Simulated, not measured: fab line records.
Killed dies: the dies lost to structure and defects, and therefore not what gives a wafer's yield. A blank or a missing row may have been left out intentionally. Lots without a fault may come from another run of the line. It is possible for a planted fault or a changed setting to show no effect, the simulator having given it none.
fab line records	flow n5_finfet
record: lots: 24	wafers: 72	last_day: 18
route steps=1938 shown BEOL_M0@716 BEOL_M1@766
lots untouched by any fault: they come from a run of this same line in which no faults occurred
start_h: hours from the record's opening day to when the first of the lot's shown wafers began	wait_h: hours from the lot's prior step to this one	" the same as in the row above	L1.1+2: a single row standing in for several wafers	- either no value or no given start	* or withheld: withheld	< > ~ a bound
route shown NAME@n: NAME is a module with steps in the file, n the number in the route of the first one	usual: the fault-free wafers' mean and standard deviation	same: alike in all rows	chamber/n: place in a boat	sites: per-site readings	_std_site: the values' standard deviation	_edge_site: outer sites' mean less inner sites'	radius_mm: how far each site lies from the wafer's centre	mask NAME#n: copy n	behind: the last tool/chamber to shape the wafer	hold: the reason the lot was held/the length of the hold in hours/how it ended	device: the transistor (n, p or np) that didn't switch	end of line: the tests these same wafers got at the end of their route	a step without rows: its recipe alone	killed: the dies lost at the first sort to structure and to defects; this is not the yield of the wafer	map: a wafer's dies, x killed, . not, _ none there
set.NAME: setting as actually run; set.NAME@STEP: the setting as run at that earlier step	model.NAME: the simulator's own value behind a step, which no gauge read
a sample of lots followed through the steps of the route, with each step as a table and each wafer as a row
services: from which hour (start_h, from the record's first day; less than 0 if before it) a tool's chamber was out of use, for how many hours, and why
== steps ==
step: N5_BEOL_M0_HM_OPEN_105
recipe: chemistry: Cl2/BCl3	target_depth_a: 120	target: TiN	ion_energy_ev: 150	pressure_mtorr: 10	icp_w: 1000	bias_w: 126	Cl2_flow_sccm: 53.25	bcl3_flow_sccm: 21.75	Ar_flow_sccm: 25
usual: bcl3_flow_sccm: 21.75/0.063	bias_w: 126.0/0.39	drypump_motor_current_A: 5.79/0.2	mfc_cl2_sccm: 53.29/0.16	oes_product_au: 0.79/0.067	throttle_valve_pct: 21.93/0.26
lot.wafer	tool	chamber	start_h	wait_h	bcl3_flow_sccm	bias_w	drypump_motor_current_A	mfc_cl2_sccm	oes_product_au	rf_hours_counter_h	throttle_valve_pct
L074.2	rie_metal-02	0	113.98	0.1	21.75	125.7	5.63	53.28	0.81	24	21.81
L074.3	"	1	"	"	21.75	126.2	5.47	53.42	0.79	-	21.79
L074.5	"	1	"	"	21.79	126.0	5.48	53.46	0.79	-	21.75
L075.2	rie_metal-01	1	125.84	0.3	21.77	126.4	5.80	53.22	0.79	-	22.28
L075.4	"	1	"	"	21.71	126.0	5.84	53.50	0.79	-	22.29
L075.6	"	1	"	"	21.73	125.7	5.81	53.29	0.81	-	22.27
L076.3	rie_metal-02	0	131.59	2.1	21.74	125.9	5.63	53.10	0.80	-	21.79
L076.4	"	1	"	"	21.72	125.6	5.49	53.49	0.78	-	21.79
L076.6	"	1	"	"	21.80	125.3	5.46	53.53	0.79	-	21.76
L077.1	rie_metal-02	0	134.61	1.4	21.77	126.0	5.64	53.34	0.81	25	21.79
L077.2	"	1	"	"	21.75	126.4	5.47	52.94	0.78	34	21.76
L077.3	"	1	"	"	21.77	125.8	5.48	53.16	0.78	-	21.76
L078.1	rie_metal-03	0	141.83	2.1	21.76	126.8	6.03	53.44	0.74	56	21.67
L078.2	"	1	"	"	21.90	125.9	6.05	53.24	1.00	0	22.20
L078.5	"	0	"	"	21.72	126.6	6.02	53.39	0.74	-	21.68
L079.1	rie_metal-01	1	144.97	2.4	21.79	126.2	5.76	53.27	0.79	34	22.28
L079.3	"	1	"	"	21.62	126.2	5.78	53.58	0.80	-	22.26
L079.5	"	1	"	"	21.75	126.7	5.77	53.56	0.79	-	22.25
L080.4	rie_metal-03	0	151.58	1.4	21.81	126.3	6.02	53.16	0.74	-	21.69
L080.5	"	0	"	"	21.74	126.9	6.01	53.44	0.74	-	21.67
L080.6	"	1	"	"	21.84	126.3	6.07	53.15	0.98	-	22.20
L081.2	rie_metal-01	1	159.30	0.4	21.65	126.0	5.81	53.40	0.79	36	22.29
L081.3	"	0	"	"	21.70	126.3	5.85	53.21	0.78	-	21.62
L081.4	"	1	"	"	21.68	126.0	5.82	53.23	0.79	-	22.27
L082.3	rie_metal-03	1	162.18	0.1	21.64	125.3	6.07	53.34	0.96	-	22.23
L082.4	"	0	"	"	21.67	125.6	6.03	53.32	0.74	-	21.69
L082.6	"	0	"	"	21.81	125.6	5.99	53.29	0.74	-	21.68
L083.1	rie_metal-01	1	169.90	1.3	21.69	126.8	5.81	53.16	0.78	37	22.28
L083.4	"	0	"	"	21.72	126.7	5.86	53.05	0.77	-	21.60
L083.5	"	0	"	"	21.63	126.2	5.83	53.11	0.77	-	21.61
L084.2	rie_metal-03	1	176.53	3.9	21.75	125.8	6.05	53.14	0.94	3	22.21
L084.3	"	1	"	"	21.69	125.9	6.06	53.23	0.94	-	22.22
L084.6	"	0	"	"	21.81	125.6	6.00	53.11	0.74	-	21.70
L085.3	rie_metal-02	1	186.44	2.8	21.81	126.3	5.48	53.04	0.77	-	21.78
L085.5	"	0	"	"	21.82	125.3	5.63	53.43	0.79	-	21.81
L085.6	"	1	"	"	21.62	125.6	5.47	53.28	0.76	-	21.79
L086.2	rie_metal-01	1	194.11	0.4	21.72	125.9	5.82	53.58	0.78	39	22.27
L086.3	"	0	"	"	21.84	125.6	5.81	52.97	0.77	-	21.60
L086.6	"	0	"	"	21.83	125.8	5.81	53.24	0.78	-	21.61
L087.1	rie_metal-01	1	194.26	0.3	21.80	125.8	5.80	53.08	0.77	39	22.28
L087.2	"	0	"	"	21.70	126.1	5.83	53.12	0.77	42	21.60
L087.5	"	0	"	"	21.75	126.3	5.86	53.04	0.76	-	21.61
L088.1	rie_metal-02	1	203.08	2.2	21.84	126.6	5.44	53.17	0.76	40	21.77
L088.5	"	0	"	"	21.75	126.2	5.60	53.20	0.78	-	21.80
L088.6	"	1	"	"	21.84	125.8	5.43	53.28	0.76	-	21.79
L089.1	rie_metal-01	0	206.89	0.3	21.71	126.3	5.82	53.32	0.77	44	21.63
L089.2	"	1	"	"	21.84	126.3	5.81	53.45	0.77	41	22.29
L089.6	"	1	"	"	21.74	125.8	5.80	53.47	0.77	-	22.27
L090.1	rie_metal-02	1	212.06	1.7	21.76	125.6	5.46	53.48	0.76	41	21.79
L090.4	"	0	"	"	21.76	125.2	5.64	53.47	0.78	-	21.82
L090.5	"	1	"	"	21.69	126.1	5.46	53.57	0.76	-	21.79
L091.1	rie_metal-03	1	218.71	2.0	21.80	126.0	6.02	53.30	0.91	6	22.22
L091.4	"	0	"	"	21.70	126.0	6.02	53.30	0.72	-	21.70
L091.5	"	1	"	"	21.74	126.1	6.03	53.36	0.92	-	22.21
L092.2	rie_metal-03	1	221.04	0.2	21.76	126.0	6.05	53.24	0.92	6	22.22
L092.3	"	0	"	"	21.77	125.5	6.03	53.29	0.73	-	21.72
L092.6	"	1	"	"	21.81	125.5	6.04	53.44	0.93	-	22.21
L093.2	rie_metal-02	0	229.21	1.1	21.77	126.1	5.63	53.58	0.78	35	21.81
L093.5	"	0	"	"	21.73	126.1	5.63	53.30	0.76	-	21.82
L093.6	"	1	"	"	21.77	126.0	5.46	53.26	0.75	-	21.80
L094.2	rie_metal-01	1	237.42	3.3	21.85	126.0	5.83	53.50	0.76	44	22.30
L094.3	"	0	"	"	21.72	126.9	5.86	53.31	0.76	-	21.65
L094.4	"	1	"	"	21.84	126.3	5.79	53.30	0.77	-	22.31
L095.3	rie_metal-03	1	247.21	3.0	21.80	125.5	6.04	53.31	0.90	-	22.22
L095.5	"	0	"	"	21.74	125.5	6.02	53.40	0.72	-	21.73
L095.6	"	1	"	"	21.72	125.9	6.06	53.26	0.91	-	22.24
L096.3	rie_metal-02	1	247.21	1.4	21.71	126.0	5.46	53.37	0.75	-	21.81
L096.4	"	0	"	"	21.80	125.4	5.63	53.20	0.77	-	21.82
L096.5	"	0	"	"	21.70	125.9	5.62	53.34	0.77	-	21.80
L097.2	rie_metal-01	0	260.27	1.4	21.80	125.8	5.84	53.32	0.75	49	21.64
L097.4	"	1	"	"	21.77	126.1	5.80	53.31	0.75	-	22.30
L097.5	"	1	"	"	21.67	126.1	5.81	53.23	0.77	-	22.30
step: N5_BEOL_M0_STRIP_104
recipe: chemistry: N2/H2	power_w: 450	temp_c: 40	pressure_mtorr: 20	rf_frequency_hz: 6e+07	overash_fraction: 0.3	bias_power_w: 7	h2_frac: 0.5	n2_flow_sccm: 200	h2_flow_sccm: 200
usual: drypump_motor_current_A: 5.8/0.34	oes_product_au: 0.82/0.089	rf_vpp_V: 59.4/1.6	showerhead_plenum_p_Torr: 2.59/0.07	throttle_valve_pct: 23.63/0.26
lot.wafer	tool	chamber	start_h	wait_h	drypump_motor_current_A	oes_product_au	rf_hours_counter_h	rf_vpp_V	showerhead_plenum_p_Torr	throttle_valve_pct
L074.2	rie_diel-02	0	114.17	0.0	6.0	0.88	35	57.4	2.59	23.41
L074.3	"	1	"	"	5.5	0.75	183	57.8	2.61	23.48
L074.5	"	1	"	"	5.5	0.73	-	60.6	2.61	23.47
L075.2	rie_diel-02	0	126.32	0.0	6.0	0.88	40	61.5	2.58	23.40
L075.4	"	1	"	"	5.5	0.74	188	61.4	2.60	23.48
L075.6	"	1	"	"	5.5	0.74	-	56.7	2.60	23.43
L076.3	rie_diel-01	1	131.75	0.0	6.1	0.69	235	59.6	2.50	23.95
L076.4	"	0	"	"	6.0	0.89	32	61.2	2.70	23.62
L076.6	"	1	"	"	6.1	0.70	-	58.5	2.50	23.96
L077.1	rie_diel-01	3	134.99	0.0	5.3	0.93	10	60.9	2.69	23.68
L077.2	"	0	"	"	6.0	0.88	32	57.0	2.70	23.65
L077.3	"	1	"	"	6.0	0.70	236	59.0	2.50	23.93
L078.1	rie_diel-01	1	142.15	0.0	6.1	0.70	239	57.5	2.50	23.92
L078.2	"	2	"	"	5.9	0.71	216	57.0	2.60	23.53
L078.5	"	2	"	"	5.9	0.70	-	61.1	2.60	23.53
L079.1	rie_diel-02	2	145.32	0.0	6.2	0.91	35	58.0	2.58	23.09
L079.3	"	1	"	"	5.5	0.74	194	59.2	2.60	23.46
L079.5	"	3	"	"	5.5	0.93	-	57.6	2.61	23.47
L080.4	rie_diel-01	2	151.72	0.0	5.9	0.71	220	59.2	2.60	23.54
L080.5	"	0	"	"	6.0	0.89	-	60.3	2.70	23.66
L080.6	"	3	"	"	5.3	0.92	-	57.8	2.68	23.71
L081.2	rie_diel-01	1	159.49	0.0	6.1	0.69	246	57.2	2.50	23.94
L081.3	"	0	"	"	6.0	0.87	42	61.9	2.70	23.65
L081.4	"	2	"	"	5.9	0.69	222	61.0	2.60	23.54
L082.3	rie_diel-01	3	162.46	0.0	5.3	0.91	20	60.5	2.68	23.72
L082.4	"	1	"	"	6.1	0.70	246	59.0	2.50	23.99
L082.6	"	3	"	"	5.3	0.91	-	58.9	2.68	23.72
L083.1	rie_diel-06	3	170.09	0.0	5.5	0.68	201	58.0	2.51	24.04
L083.4	"	0	"	"	6.2	0.91	23	58.3	2.48	24.19
L083.5	"	2	"	"	5.7	0.88	-	60.2	2.49	23.83
L084.2	rie_diel-01	3	177.00	0.0	5.3	0.91	24	59.9	2.68	23.70
L084.3	"	2	"	"	5.9	0.71	228	60.3	2.60	23.51
L084.6	"	3	"	"	5.3	0.89	-	58.9	2.68	23.70
L085.3	rie_diel-06	0	186.98	0.0	6.2	0.88	31	58.7	2.48	24.18
L085.5	"	0	"	"	6.2	0.88	-	59.3	2.48	24.15
L085.6	"	3	"	"	5.4	0.69	-	58.3	2.50	24.02
L086.2	rie_diel-01	2	194.31	0.0	5.9	0.70	236	59.8	2.59	23.53
L086.3	"	1	"	"	6.0	1.00	0	58.9	2.50	23.59
L086.6	"	3	"	"	5.3	0.88	-	58.4	2.68	23.74
L087.1	rie_diel-02	3	194.47	0.0	5.6	0.89	25	59.4	2.60	23.48
L087.2	"	1	"	"	5.5	0.72	213	59.7	2.59	23.52
L087.5	"	2	"	"	6.2	0.87	-	61.6	2.57	23.13
L088.1	rie_diel-06	2	203.27	0.0	5.7	0.87	50	63.0	2.48	23.85
L088.5	"	0	"	"	6.1	0.88	-	62.9	2.48	24.16
L088.6	"	1	"	"	6.5	0.90	-	60.4	2.59	23.69
L089.1	rie_diel-01	1	207.33	0.0	6.1	0.95	5	56.1	2.49	23.61
L089.2	"	2	"	"	5.9	0.69	240	57.2	2.59	23.55
L089.6	"	3	"	"	5.3	0.87	-	62.1	2.68	23.75
L090.1	rie_diel-02	1	212.25	0.0	5.5	0.71	219	61.6	2.59	23.48
L090.4	"	3	"	"	5.5	0.85	31	58.1	2.60	23.49
L090.5	"	3	"	"	5.5	0.86	-	56.6	2.60	23.47
L091.1	rie_diel-02	1	218.91	0.0	5.5	0.72	222	57.8	2.59	23.52
L091.4	"	2	"	"	6.2	0.87	58	60.8	2.57	23.15
L091.5	"	2	"	"	6.2	0.88	-	56.9	2.57	23.13
L092.2	rie_diel-06	3	221.48	0.0	5.4	0.67	221	59.5	2.50	24.03
L092.3	"	0	"	"	6.2	0.87	41	58.9	2.47	24.21
L092.6	"	1	"	"	6.5	0.91	-	59.0	2.58	23.73
L093.2	rie_diel-01	1	229.40	0.0	6.1	0.92	15	60.4	2.49	23.61
L093.5	"	3	"	"	5.4	0.86	-	58.7	2.67	23.74
L093.6	"	0	"	"	6.1	0.85	-	58.3	2.69	23.67
L094.2	rie_diel-02	1	237.88	0.0	5.5	0.71	228	61.0	2.59	23.52
L094.3	"	2	"	"	6.2	0.85	64	60.4	2.57	23.15
L094.4	"	0	"	"	6.0	0.82	79	58.8	2.57	23.44
L096.3	rie_diel-01	2	247.57	0.0	5.9	0.69	251	60.1	2.59	23.56
L096.4	"	3	"	"	5.3	0.85	51	63.6	2.67	23.75
L096.5	"	1	"	"	6.1	0.89	-	57.3	2.49	23.62
L095.3	rie_diel-02	0	247.59	0.0	6.0	0.83	83	56.6	2.57	23.47
L095.5	"	0	"	"	6.0	0.82	-	62.5	2.57	23.45
L095.6	"	3	"	"	5.5	0.83	-	60.7	2.59	23.46
L097.2	rie_diel-06	0	260.47	0.0	6.2	0.85	54	57.1	2.47	24.17
L097.4	"	1	"	"	6.6	0.87	45	58.7	2.58	23.75
L097.5	"	0	"	"	6.2	0.83	-	60.1	2.47	24.20
step: N5_BEOL_M0_SPUTTER_134
recipe: material: Cu	target_thk_a: 40	temp_c: -20	chamber_pressure_pa: 0.07	power_w: withheld	time_s: 7.37
usual: throttle_valve_pct: 29.7/1
lot.wafer	tool	chamber	start_h	wait_h	throttle_valve_pct
L074.2	pvd_sputter-02	-	118.87	0.0	28.7
L074.3	"	-	"	"	29.4
L074.5	"	-	"	"	29.6
L075.2	pvd_sputter-02	-	128.78	0.0	29.3
L075.4	"	-	"	"	28.4
L075.6	"	-	"	"	29.3
L076.3	pvd_sputter-03	-	135.34	0.0	29.3
L076.4	"	-	"	"	29.0
L076.6	"	-	"	"	30.2
L077.1	pvd_sputter-03	-	136.76	0.0	29.1
L077.2	"	-	"	"	29.2
L077.3	"	-	"	"	30.5
L078.1	pvd_sputter-02	-	145.40	0.0	29.5
L078.2	"	-	"	"	29.3
L078.5	"	-	"	"	29.2
L079.1	pvd_sputter-02	-	148.90	0.0	28.9
L079.3	"	-	"	"	29.2
L079.5	"	-	"	"	29.4
L080.4	pvd_sputter-01	-	153.94	0.0	32.0
L080.5	"	-	"	"	30.1
L080.6	"	-	"	"	32.3
L081.2	pvd_sputter-02	-	162.49	0.0	28.8
L081.3	"	-	"	"	28.3
L081.4	"	-	"	"	29.3
L082.3	pvd_sputter-02	-	165.53	0.0	29.3
L082.4	"	-	"	"	28.2
L082.6	"	-	"	"	29.7
L083.1	pvd_sputter-01	-	172.02	0.0	32.2
L083.4	"	-	"	"	30.9
L083.5	"	-	"	"	28.9
L084.2	pvd_sputter-02	-	181.05	0.0	29.2
L084.3	"	-	"	"	29.3
L084.6	"	-	"	"	29.4
L085.3	pvd_sputter-01	-	190.53	0.0	29.0
L085.5	"	-	"	"	30.1
L085.6	"	-	"	"	28.7
L087.1	pvd_sputter-01	-	198.16	0.0	29.1
L087.2	"	-	"	"	30.0
L087.5	"	-	"	"	32.2
L086.2	pvd_sputter-02	-	198.29	0.0	28.8
L086.3	"	-	"	"	29.4
L086.6	"	-	"	"	29.2
L088.1	pvd_sputter-01	-	204.98	0.0	29.2
L088.5	"	-	"	"	32.0
L088.6	"	-	"	"	30.0
L089.1	pvd_sputter-03	-	209.75	0.0	28.9
L089.2	"	-	"	"	30.3
L089.6	"	-	"	"	30.7
L090.1	pvd_sputter-02	-	214.13	0.0	29.3
L090.4	"	-	"	"	29.1
L090.5	"	-	"	"	28.0
L091.1	pvd_sputter-01	-	222.14	0.0	29.9
L091.4	"	-	"	"	32.1
L091.5	"	-	"	"	28.9
L092.2	pvd_sputter-01	-	224.94	0.0	30.9
L092.3	"	-	"	"	32.2
L092.6	"	-	"	"	32.4
L093.2	pvd_sputter-03	-	230.80	0.0	29.3
L093.5	"	-	"	"	29.3
L093.6	"	-	"	"	30.4
L094.2	pvd_sputter-03	-	241.40	0.0	30.3
L094.3	"	-	"	"	29.1
L094.4	"	-	"	"	30.4
L096.3	pvd_sputter-03	-	249.65	0.0	29.2
L096.4	"	-	"	"	30.2
L096.5	"	-	"	"	29.2
L095.3	pvd_sputter-03	-	250.09	0.0	28.9
L095.5	"	-	"	"	30.2
L095.6	"	-	"	"	30.3
L097.2	pvd_sputter-02	-	262.57	0.0	29.6
L097.4	"	-	"	"	29.3
L097.5	"	-	"	"	28.0
step: N5_BEOL_M1_INSPECT_13
recipe: mode: adi	inspect_instrument: brightfield
usual: raw_defect_count: 423/100
lot.wafer	tool	chamber	start_h	wait_h	raw_defect_count
L074.2	defect_inspect-02	-	120.89	0.0	412
L074.3	"	-	"	"	253
L074.5	"	-	"	"	473
L075.2	defect_inspect-02	-	131.95	0.0	278
L075.4	"	-	"	"	308
L075.6	"	-	"	"	350
L076.3	defect_inspect-02	-	138.73	0.0	308
L076.4	"	-	"	"	319
L076.6	"	-	"	"	281
L077.1	defect_inspect-01	-	139.64	0.1	531
L077.2	"	-	"	"	588
L077.3	"	-	"	"	384
L078.1	defect_inspect-01	-	149.56	0.1	630
L078.2	"	-	"	"	559
L078.5	"	-	"	"	561
L079.1	defect_inspect-01	-	152.74	0.1	400
L079.3	"	-	"	"	504
L079.5	"	-	"	"	476
L080.4	defect_inspect-02	-	158.17	0.0	253
L080.5	"	-	"	"	419
L080.6	"	-	"	"	449
L081.2	defect_inspect-01	-	165.99	0.0	761
L081.3	"	-	"	"	553
L081.4	"	-	"	"	646
L082.3	defect_inspect-02	-	170.77	0.0	672
L082.4	"	-	"	"	337
L082.6	"	-	"	"	444
L083.1	defect_inspect-01	-	175.95	0.1	537
L083.4	"	-	"	"	352
L083.5	"	-	"	"	569
L084.2	defect_inspect-01	-	183.33	0.0	549
L084.3	"	-	"	"	513
L084.6	"	-	"	"	324
L085.3	defect_inspect-02	-	193.85	0.0	442
L085.5	"	-	"	"	327
L085.6	"	-	"	"	429
L087.1	defect_inspect-01	-	203.86	0.1	347
L087.2	"	-	"	"	353
L087.5	"	-	"	"	375
L086.2	defect_inspect-02	-	204.02	0.0	410
L086.3	"	-	"	"	317
L086.6	"	-	"	"	319
L088.1	defect_inspect-02	-	208.24	0.1	387
L088.5	"	-	"	"	424
L088.6	"	-	"	"	424
L089.1	defect_inspect-01	-	212.86	0.1	350
L089.2	"	-	"	"	571
L089.6	"	-	"	"	494
L090.1	defect_inspect-02	-	217.07	0.1	343
L090.4	"	-	"	"	341
L090.5	"	-	"	"	435
L091.1	defect_inspect-02	-	226.67	0.1	306
L091.4	"	-	"	"	267
L091.5	"	-	"	"	266
L092.2	defect_inspect-01	-	227.55	0.0	448
L092.3	"	-	"	"	470
L092.6	"	-	"	"	589
L093.2	defect_inspect-01	-	233.50	0.0	535
L093.5	"	-	"	"	430
L093.6	"	-	"	"	463
L094.2	defect_inspect-02	-	243.76	0.0	442
L094.3	"	-	"	"	426
L094.4	"	-	"	"	369
L096.3	defect_inspect-01	-	251.69	0.0	390
L096.4	"	-	"	"	441
L096.5	"	-	"	"	435
L095.3	defect_inspect-02	-	252.04	0.0	360
L095.5	"	-	"	"	362
L095.6	"	-	"	"	308
L097.2	defect_inspect-02	-	268.04	0.0	419
L097.4	"	-	"	"	511
L097.5	"	-	"	"	320
step: N5_BEOL_M1_ANNEAL_82
recipe: temp_c: 400	time_s: 240	ambient: vacuum
usual: heater_power_w: 796/67
lot.wafer	tool	chamber	start_h	wait_h	heater_power_w
L074.2	pvd_sputter-01	-	136.68	0.0	877
L074.3	"	-	"	"	887
L074.5	"	-	"	"	857
L075.2	pvd_sputter-01	-	140.44	0.0	829
L075.4	"	-	"	"	863
L075.6	"	-	"	"	840
L076.3	pvd_sputter-03	-	143.08	0.0	748
L076.4	"	-	"	"	687
L076.6	"	-	"	"	761
L077.1	pvd_sputter-02	-	143.84	0.0	836
L077.2	"	-	"	"	701
L077.3	"	-	"	"	783
L078.1	pvd_sputter-02	-	155.39	0.0	826
L078.2	"	-	"	"	846
L078.5	"	-	"	"	705
L079.1	pvd_sputter-02	-	159.89	0.0	830
L079.3	"	-	"	"	833
L079.5	"	-	"	"	835
L080.4	pvd_sputter-01	-	167.16	0.0	874
L080.5	"	-	"	"	853
L080.6	"	-	"	"	841
L081.2	pvd_sputter-02	-	174.87	0.0	692
L081.3	"	-	"	"	826
L081.4	"	-	"	"	784
L082.3	pvd_sputter-02	-	178.85	0.0	706
L082.4	"	-	"	"	778
L082.6	"	-	"	"	852
L083.1	pvd_sputter-02	-	185.21	0.0	835
L083.4	"	-	"	"	784
L083.5	"	-	"	"	718
L084.2	pvd_sputter-02	-	189.79	0.0	698
L084.3	"	-	"	"	846
L084.6	"	-	"	"	681
L085.3	pvd_sputter-03	-	206.07	0.0	759
L085.5	"	-	"	"	735
L085.6	"	-	"	"	727
L087.1	pvd_sputter-02	-	215.25	0.0	827
L087.2	"	-	"	"	692
L087.5	"	-	"	"	793
L088.1	pvd_sputter-01	-	217.64	0.0	858
L088.5	"	-	"	"	846
L088.6	"	-	"	"	886
L086.2	pvd_sputter-03	-	217.88	0.0	745
L086.3	"	-	"	"	754
L086.6	"	-	"	"	681
L089.1	pvd_sputter-03	-	220.48	0.0	772
L089.2	"	-	"	"	748
L089.6	"	-	"	"	743
L090.1	pvd_sputter-02	-	221.84	0.0	788
L090.4	"	-	"	"	839
L090.5	"	-	"	"	845
L091.1	pvd_sputter-03	-	235.36	0.0	771
L091.4	"	-	"	"	742
L091.5	"	-	"	"	689
L092.2	pvd_sputter-03	-	239.56	0.0	744
L092.3	"	-	"	"	743
L092.6	"	-	"	"	681
L093.2	pvd_sputter-01	-	246.55	0.0	866
L093.5	"	-	"	"	881
L093.6	"	-	"	"	913
L094.2	pvd_sputter-02	-	258.98	0.0	772
L094.3	"	-	"	"	846
L094.4	"	-	"	"	821
L096.3	pvd_sputter-01	-	259.61	0.0	848
L096.4	"	-	"	"	842
L096.5	"	-	"	"	859
L095.3	pvd_sputter-03	-	262.65	0.0	744
L095.5	"	-	"	"	739
L095.6	"	-	"	"	778
L097.2	pvd_sputter-01	-	280.14	0.0	853
L097.4	"	-	"	"	899
L097.5	"	-	"	"	859
step: N5_BEOL_M1_ANNEAL_87
recipe: temp_c: 400	time_s: 240	ambient: vacuum
usual: heater_power_w: 796/68
lot.wafer	tool	chamber	start_h	wait_h	heater_power_w
L074.2	pvd_sputter-01	-	136.90	0.0	876
L074.3	"	-	"	"	886
L074.5	"	-	"	"	859
L075.2	pvd_sputter-01	-	140.66	0.0	855
L075.4	"	-	"	"	859
L075.6	"	-	"	"	853
L076.3	pvd_sputter-03	-	143.30	0.0	733
L076.4	"	-	"	"	696
L076.6	"	-	"	"	769
L077.1	pvd_sputter-02	-	144.06	0.0	828
L077.2	"	-	"	"	700
L077.3	"	-	"	"	794
L078.1	pvd_sputter-02	-	155.61	0.0	848
L078.2	"	-	"	"	843
L078.5	"	-	"	"	709
L079.1	pvd_sputter-02	-	160.11	0.0	855
L079.3	"	-	"	"	834
L079.5	"	-	"	"	831
L080.4	pvd_sputter-01	-	167.38	0.0	873
L080.5	"	-	"	"	861
L080.6	"	-	"	"	837
L081.2	pvd_sputter-02	-	175.09	0.0	721
L081.3	"	-	"	"	819
L081.4	"	-	"	"	757
L082.3	pvd_sputter-02	-	179.07	0.0	692
L082.4	"	-	"	"	774
L082.6	"	-	"	"	851
L083.1	pvd_sputter-02	-	185.43	0.0	832
L083.4	"	-	"	"	788
L083.5	"	-	"	"	702
L084.2	pvd_sputter-02	-	190.01	0.0	681
L084.3	"	-	"	"	831
L084.6	"	-	"	"	705
L085.3	pvd_sputter-03	-	206.29	0.0	760
L085.5	"	-	"	"	767
L085.6	"	-	"	"	749
L087.1	pvd_sputter-02	-	215.47	0.0	834
L087.2	"	-	"	"	683
L087.5	"	-	"	"	793
L088.1	pvd_sputter-01	-	217.86	0.0	854
L088.5	"	-	"	"	881
L088.6	"	-	"	"	904
L086.2	pvd_sputter-03	-	218.10	0.0	750
L086.3	"	-	"	"	753
L086.6	"	-	"	"	680
L089.1	pvd_sputter-03	-	220.70	0.0	748
L089.2	"	-	"	"	730
L089.6	"	-	"	"	730
L090.1	pvd_sputter-02	-	222.06	0.0	784
L090.4	"	-	"	"	817
L090.5	"	-	"	"	845
L091.1	pvd_sputter-03	-	235.58	0.0	741
L091.4	"	-	"	"	757
L091.5	"	-	"	"	699
L092.2	pvd_sputter-03	-	239.78	0.0	749
L092.3	"	-	"	"	749
L092.6	"	-	"	"	676
L093.2	pvd_sputter-01	-	246.77	0.0	861
L093.5	"	-	"	"	856
L093.6	"	-	"	"	893
L094.2	pvd_sputter-02	-	259.20	0.0	788
L094.3	"	-	"	"	818
L094.4	"	-	"	"	839
L096.3	pvd_sputter-01	-	259.83	0.0	861
L096.4	"	-	"	"	885
L096.5	"	-	"	"	865
L095.3	pvd_sputter-03	-	262.89	0.0	747
L095.5	"	-	"	"	735
L095.6	"	-	"	"	748
L097.2	pvd_sputter-01	-	280.36	0.0	866
L097.4	"	-	"	"	900
L097.5	"	-	"	"	860
== services ==
tool	chamber	start_h	hours	kind
rie_diel-02	3	93.61	-	clean
rie_diel-02	3	93.61	-	consumable_replace:focus_ring
rie_diel-02	3	93.61	30.6	scheduled_down
rie_diel-02	3	93.61	30.6	vent_cycle
pvd_sputter-01	-	94.72	1.8	repair
rie_metal-01	0	112.72	24.5	repair
rie_metal-01	0	144.41	8.5	repair
pvd_sputter-03	-	157.71	0.7	repair
rie_diel-02	2	171.75	5.4	repair
rie_diel-01	1	172.90	-	clean
rie_diel-01	1	172.90	-	consumable_replace:focus_ring
rie_diel-01	1	172.90	20.6	scheduled_down
rie_diel-01	1	172.90	20.6	vent_cycle
rie_metal-03	-	185.18	1.4	pm
rie_diel-01	-	189.34	0.3	repair
rie_metal-03	-	211.04	2.8	pm
rie_diel-01	2	218.92	9.9	repair
rie_diel-02	0	219.88	3.8	repair
rie_diel-01	2	254.45	7.3	repair
rie_diel-01	2	261.77	-	clean
rie_diel-01	2	261.77	-	consumable_replace:focus_ring
rie_diel-01	2	261.77	11.2	scheduled_down
rie_diel-01	2	261.77	11.2	vent_cycle
rie_metal-02	0	279.63	9.4	repair
== key ==
fault none
